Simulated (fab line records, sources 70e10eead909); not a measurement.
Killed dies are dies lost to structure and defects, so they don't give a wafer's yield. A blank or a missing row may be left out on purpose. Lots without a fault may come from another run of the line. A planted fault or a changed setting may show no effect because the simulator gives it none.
Which tool did it? | flow nand_harc | 11 lots, 33 wafers sampled, at 6 steps of a route of 1302

WHAT THE GAUGES READ, wafer by wafer
NHARC_P_GATE_INSPECT_68.
lot  | measured     | on                | raw_defect_count
L569 | day 6 05:17  | defect_inspect-02 | 176 244 105
L570 | day 6 19:21  | defect_inspect-02 | 183 250 108
L575 | day 8 12:05  | defect_inspect-02 | 276 293 158
L579 | day 10 10:17 | defect_inspect-01 | 924 725 732
L580 | day 10 21:05 | defect_inspect-02 | 735 720 656
L581 | day 11 00:44 | defect_inspect-01 | 325 287 220
L582 | day 11 23:44 | defect_inspect-02 | 176 187 226
L584 | day 12 17:29 | defect_inspect-01 | 229 110 271
L585 | day 13 01:07 | defect_inspect-02 | 132 152 161
L586 | day 13 03:02 | defect_inspect-02 | 116 86 96
L591 | day 15 15:11 | defect_inspect-01 | 140 151 117

NHARC_P_CONTACT_OVL_MEAS_13.
lot  | measured     | on         | overlay_x_nm (nm) | overlay_y_nm (nm)
L569 | day 6 06:51  | overlay-02 | 0.4 0.2 -0.1      | -0.2 0.0 -0.3
L570 | day 6 21:02  | overlay-02 | -0.4 -0.5 -0.6    | 0.7 0.0 0.6
L575 | day 8 13:47  | overlay-02 | -0.3 -0.2 -0.1    | -1.6 -1.9 -1.9
L579 | day 10 11:59 | overlay-02 | -0.5 -1.3 -0.9    | 1.0 0.6 0.8
L580 | day 10 22:47 | overlay-01 | 1.3 0.9 1.0       | -0.4 -0.1 -0.4
L581 | day 11 02:19 | overlay-02 | -0.1 -0.3 0.0     | 0.2 0.9 0.3
L582 | day 12 01:26 | overlay-02 | -0.5 -0.5 -0.3    | 1.2 1.9 1.1
L584 | day 12 19:14 | overlay-01 | 0.2 0.2 0.6       | -0.4 -0.2 -0.2
L585 | day 13 02:49 | overlay-01 | 0.3 -0.1 0.0      | 0.2 -0.1 -0.2
L586 | day 13 04:46 | overlay-02 | 1.2 1.0 1.2       | 1.9 1.0 1.6
L591 | day 15 16:46 | overlay-02 | -0.8 -0.5 -0.4    | 0.0 -0.1 0.2

NHARC_END_SORT_01.
lot  | measured     | on        | killed_at_array | killed_at_other | killed_at_periphery | killed_dies | killed_open | killed_short
L579 | day 29 03:59 | prober-02 | 65 60 68        | 0 0 0           | 46 85 91            | 111 145 159 | 2 3 6       | 1 2 2
L580 | day 29 12:07 | prober-01 | 29 41 40        | 0 0 0           | 73 95 85            | 102 136 125 | 3 1 2       | 3 4 1

WHICH TOOL RAN EACH LOT (tool, then ch and the chambers of the sampled wafers, then the start)
lot  | NHARC_P_GATE_ETCH_104              | NHARC_P_GATE_DESCUM_61             | NHARC_P_GATE_DESCUM_93
L569 | rie_diel-10 ch 2,3, day 5 11:16    | rie_diel-10 ch 1,2,3, day 6 00:47  | rie_diel-03 ch 1,2,3, day 6 02:20
L570 | rie_diel-01 ch 0,1, day 6 01:17    | rie_diel-10 ch 0,2, day 6 14:45    | rie_diel-10 ch 2,3, day 6 16:26
L575 | rie_diel-10 ch 1,2,3, day 7 17:44  | rie_diel-03 ch 0,2,3, day 8 07:31  | rie_diel-10 ch 1,2, day 8 09:08
L579 | rie_diel-10 ch 0,1,3, day 9 15:57  | rie_diel-03 ch 1,3, day 10 05:39   | rie_diel-03 ch 0,2,3, day 10 07:23
L580 | rie_diel-10 ch 0,2,3, day 10 01:58 | rie_diel-10 ch 0,3, day 10 15:50   | rie_diel-03 ch 0,1, day 10 17:34
L581 | rie_diel-01 ch 1,2,3, day 10 05:47 | rie_diel-10 ch 0,1,3, day 10 19:23 | rie_diel-10 ch 0,2,3, day 10 21:06
L582 | rie_diel-03 ch 0,1,3, day 11 05:34 | rie_diel-10 ch 2,3, day 11 19:04   | rie_diel-10 ch 0,3, day 11 20:40
L584 | rie_diel-03 ch 0,1,2, day 11 21:28 | rie_diel-03 ch 0,1,2, day 12 13:00 | rie_diel-10 ch 0,1,3, day 12 14:35
L585 | rie_diel-01 ch 1,2, day 12 06:52   | rie_diel-10 ch 0,1,3, day 12 20:29 | rie_diel-10 ch 1,2,3, day 12 22:13
L586 | rie_diel-01 ch 0,3, day 12 09:02   | rie_diel-10 ch 0,2,3, day 12 22:24 | rie_diel-10 ch 0,1,3, day 13 00:07
L591 | rie_diel-10 ch 0,1,2, day 14 20:56 | rie_diel-01 ch 1,2, day 15 10:26   | rie_diel-03 ch 0,2, day 15 12:18
- NHARC_P_GATE_ETCH_104: etches the open film in CF4/CHF3, target depth 60 nm.
- NHARC_P_GATE_DESCUM_61: chemistry O2, time 3 s.
- NHARC_P_GATE_DESCUM_93: chemistry O2, time 3 s.

WHAT THE TOOLS THEMSELVES READ (means of the sampled wafers that have a number; where no wafer has one, the mark that the record gives instead)
NHARC_P_GATE_ETCH_104.
lot  | tool        | drypump_motor_current_A (A) | oes_product_au (a.u.) | rf_vpp_V (V) | showerhead_plenum_p_Torr (Torr) | throttle_valve_pct (%)
L569 | rie_diel-10 | 5.7                         | 0.926                 | 370.8        | 1.57                            | 16.802
L570 | rie_diel-01 | 5.3                         | 0.970                 | 371.4        | 1.59                            | 16.810
L575 | rie_diel-10 | 5.6                         | 0.968                 | 369.9        | 1.57                            | 16.801
L579 | rie_diel-10 | 5.7                         | 0.968                 | 371.1        | 1.60                            | 16.799
L580 | rie_diel-10 | 5.8                         | 0.924                 | 371.7        | 1.61                            | 16.804
L581 | rie_diel-01 | 5.5                         | 0.959                 | 370.5        | 1.56                            | 16.797
L582 | rie_diel-03 | 5.9                         | 0.909                 | 371.4        | 1.58                            | 16.807
L584 | rie_diel-03 | 5.5                         | 0.922                 | 372.0        | 1.62                            | 16.805
L585 | rie_diel-01 | 5.7                         | 0.916                 | 370.7        | 1.59                            | 16.797
L586 | rie_diel-01 | 5.0                         | 0.966                 | 368.9        | 1.53                            | 16.798
L591 | rie_diel-10 | 5.8                         | 0.927                 | 371.7        | 1.62                            | 16.803

NHARC_P_GATE_DESCUM_61.
lot  | tool        | drypump_motor_current_A (A) | oes_product_au (a.u.) | rf_vpp_V (V) | showerhead_plenum_p_Torr (Torr) | throttle_valve_pct (%)
L569 | rie_diel-10 | 5.6                         | 1.001                 | 57.2         | 1.91                            | 11.303
L570 | rie_diel-10 | 5.9                         | 1.001                 | 58.5         | 1.98                            | 11.302
L575 | rie_diel-03 | 5.5                         | 1.000                 | 57.9         | 1.92                            | 11.307
L579 | rie_diel-03 | 6.1                         | 0.992                 | 57.1         | 1.91                            | 11.316
L580 | rie_diel-10 | 5.7                         | 1.001                 | 57.9         | 1.93                            | 11.303
L581 | rie_diel-10 | 5.7                         | 1.002                 | 57.4         | 1.94                            | 11.311
L582 | rie_diel-10 | 5.7                         | 1.014                 | 57.0         | 1.89                            | 11.314
L584 | rie_diel-03 | 5.5                         | 0.991                 | 58.4         | 1.97                            | 11.311
L585 | rie_diel-10 | 5.7                         | 1.002                 | 58.2         | 1.94                            | 11.315
L586 | rie_diel-10 | 5.8                         | 1.000                 | 57.2         | 1.96                            | 11.315
L591 | rie_diel-01 | 5.8                         | 0.994                 | 58.0         | 1.90                            | 11.301

NHARC_P_GATE_DESCUM_93.
lot  | tool        | drypump_motor_current_A (A) | oes_product_au (a.u.) | rf_vpp_V (V) | showerhead_plenum_p_Torr (Torr) | throttle_valve_pct (%)
L569 | rie_diel-03 | 5.7                         | 0.995                 | 57.9         | 1.92                            | 11.307
L570 | rie_diel-10 | 5.6                         | 1.008                 | 57.2         | 1.89                            | 11.309
L575 | rie_diel-10 | 5.7                         | 1.004                 | 57.9         | 1.93                            | 11.310
L579 | rie_diel-03 | 5.5                         | 0.995                 | 57.5         | 1.92                            | 11.311
L580 | rie_diel-03 | 5.9                         | 0.976                 | 57.9         | 1.97                            | 11.311
L581 | rie_diel-10 | 5.8                         | 1.000                 | 58.0         | 1.96                            | 11.307
L582 | rie_diel-10 | 5.9                         | 1.008                 | 57.9         | 2.00                            | 11.320
L584 | rie_diel-10 | 5.7                         | 1.006                 | 58.3         | 1.94                            | 11.312
L585 | rie_diel-10 | 5.6                         | 1.004                 | 57.8         | 1.90                            | 11.312
L586 | rie_diel-10 | 5.7                         | 0.997                 | 57.7         | 1.94                            | 11.313
L591 | rie_diel-03 | 5.1                         | 0.992                 | 58.3         | 1.97                            | 11.318

THE ANSWER, worked out from the rows above alone
Rule: what is usual is taken from the lots themselves. Put in order of their means at a reading, lots are off if they are a third of the lots or fewer, leave a main group of 4 or more, and stand apart from it by a gap of 3 or more times the standard deviation of the main group's means; of several such gaps the widest counts. A main group whose means are all the same, to the digits that the tables above print for the reading, isn't used. A lot without any number at a reading at which 4 lots or more have one is off too. The other lots that the step has rows for count as sound. The gauges are gone through in route order, then the tools' own readings, and for those a lot's mean is taken as printed above. The first step at which some lot is off is used, and at that step the reading that is off furthest; a lot without a number counts as furthest.
Off: L579, L580, at NHARC_P_GATE_INSPECT_68 (raw_defect_count). The main group: mean 184, standard deviation 51.
A tool fits if, at a process step before that reading, it ran every lot that is off, and no sound lot after the first of them. The gauges at NHARC_P_GATE_INSPECT_68 are tried like those tools. None of those tried fits.

WHAT THE SIMULATOR HAD PUT IN
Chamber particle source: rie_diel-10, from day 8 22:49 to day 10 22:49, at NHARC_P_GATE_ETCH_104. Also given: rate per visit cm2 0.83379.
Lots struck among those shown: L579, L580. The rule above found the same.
